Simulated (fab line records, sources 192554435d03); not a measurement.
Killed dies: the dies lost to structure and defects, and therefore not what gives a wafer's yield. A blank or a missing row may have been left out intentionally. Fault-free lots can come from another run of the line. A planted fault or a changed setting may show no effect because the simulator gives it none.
Chamber matching | flow n5 finfet | N5_BEOL_M10_ETCH_66 on rie diel-01 has 4 sister chambers
The step etches SOC in N2/H2, target depth 120 nm, overetch 24 nm, time 180 s. 7 wafers are shown with their chamber, then 7 later ones without.

WAFERS, EACH WITH ITS CHAMBER
wafer  | chamber | drypump motor current A (A) | throttle valve pct (%)
L078.4 | 1       | 5.7                         | 18.12
L080.3 | 1       | 5.6                         | 18.12
L080.5 | 3       | 5.2                         | 18.20
L083.3 | 3       | 5.2                         | 18.24
L083.5 | 0       | 6.5                         | 17.85
L087.1 | 2       | 5.0                         | 17.39
L087.4 | 0       | 6.5                         | 17.83

WAFERS WITHOUT THEIR CHAMBER
wafer  | drypump motor current A (A) | throttle valve pct (%)
L087.6 | 5.0                         | 17.37
L091.1 | 5.0                         | 17.42
L091.3 | 5.6                         | 18.20
L091.6 | 5.6                         | 18.21
L095.4 | 5.2                         | 18.26
L095.5 | 5.7                         | 18.20
L095.6 | 5.0                         | 17.41

WHICH CHAMBER EACH WENT THROUGH
wafer  | from the rows above | in truth
L087.6 | 2                   | 2
L091.1 | 2                   | 2
L091.3 | 1                   | 1
L091.6 | 1                   | 1
L095.4 | 3                   | 3
L095.5 | 1                   | 1
L095.6 | 2                   | 2
Correct placement for 7 of the 7. Can't be placed from these rows: 0. Number placed wrongly: 0.
How it was worked out, from the rows above alone: a wafer's distance from a chamber is the root of the sum, over the readings, of the square of ((its reading less the chamber's mean) divided by the reading's scatter). If the next closest chamber is less than 2 further off than the closest, the wafer can't be placed; otherwise it belongs to the closest. A chamber's mean is the mean of its shown wafers. How the scatter is found: for the shown wafers, subtract from each reading the mean of its chamber, square and add these, divide the total by (wafers less chambers), then take the root.
